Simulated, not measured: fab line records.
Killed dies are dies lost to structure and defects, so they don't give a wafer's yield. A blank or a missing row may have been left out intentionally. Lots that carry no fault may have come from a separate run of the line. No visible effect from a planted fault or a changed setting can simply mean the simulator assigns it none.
Matching of chambers || flow nandHarc || rieDiel-01 running NHARC_P_STI_ETCH_42: 4 sister chambers
The step etches the open film in N2/H2, target depth 80 nm, overetch 24 nm, time 61 s. 8 wafers are shown with their chamber, then 7 later ones without.

WAFERS, EACH WITH ITS CHAMBER
{"wafer": "L945.6", "chamber": 3, "showerheadPlenumPTorr (Torr)": 2.16, "rfVppV (V)": 432.0}
{"wafer": "L951.5", "chamber": 0, "showerheadPlenumPTorr (Torr)": 1.97, "rfVppV (V)": 428.2}
{"wafer": "L951.6", "chamber": 1, "showerheadPlenumPTorr (Torr)": 1.99, "rfVppV (V)": 429.2}
{"wafer": "L956.3", "chamber": 0, "showerheadPlenumPTorr (Torr)": 1.97, "rfVppV (V)": 430.8}
{"wafer": "L956.4", "chamber": 1, "showerheadPlenumPTorr (Torr)": 1.99, "rfVppV (V)": 428.5}
{"wafer": "L956.5", "chamber": 3, "showerheadPlenumPTorr (Torr)": 2.15, "rfVppV (V)": 433.2}
{"wafer": "L963.4", "chamber": 2, "showerheadPlenumPTorr (Torr)": 1.98, "rfVppV (V)": 428.7}
{"wafer": "L963.5", "chamber": 2, "showerheadPlenumPTorr (Torr)": 1.98, "rfVppV (V)": 428.0}

WAFERS WITH NO CHAMBER GIVEN
{"wafer": "L963.6", "showerheadPlenumPTorr (Torr)": 2.15, "rfVppV (V)": 432.2}
{"wafer": "L964.1", "showerheadPlenumPTorr (Torr)": 1.97, "rfVppV (V)": 427.5}
{"wafer": "L964.2", "showerheadPlenumPTorr (Torr)": 1.98, "rfVppV (V)": 428.5}
{"wafer": "L964.4", "showerheadPlenumPTorr (Torr)": 2.15, "rfVppV (V)": 432.4}
{"wafer": "L965.3", "showerheadPlenumPTorr (Torr)": 2.15, "rfVppV (V)": 433.0}
{"wafer": "L965.4", "showerheadPlenumPTorr (Torr)": 1.98, "rfVppV (V)": 427.6}
{"wafer": "L965.5", "showerheadPlenumPTorr (Torr)": 1.98, "rfVppV (V)": 427.9}

EACH ONE'S CHAMBER
{"wafer": "L963.6", "from the rows above": 3, "in truth": 3}
{"wafer": "L964.1", "from the rows above": "can't be placed: 0 or 2", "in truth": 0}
{"wafer": "L964.2", "from the rows above": 2, "in truth": 2}
{"wafer": "L964.4", "from the rows above": 3, "in truth": 3}
{"wafer": "L965.3", "from the rows above": 3, "in truth": 3}
{"wafer": "L965.4", "from the rows above": 2, "in truth": 2}
{"wafer": "L965.5", "from the rows above": 2, "in truth": 2}
6 of 7 placed correctly. These rows do not allow placing 1 (true chamber among the candidates in 1). Wrongly placed: 0.
How it was worked out, from the rows above alone: a wafer's distance from a chamber is the root of the sum, over the readings, of the square of ((its reading less the chamber's mean) divided by the reading's scatter). The wafer belongs to the nearest chamber; if the next one is less than 2 further off, it can't be placed. The mean given for a chamber averages the wafers shown for that chamber. The scatter: take each reading less its chamber's mean, square it, sum over the shown wafers, divide by the number of wafers less the number of chambers, and take the root.
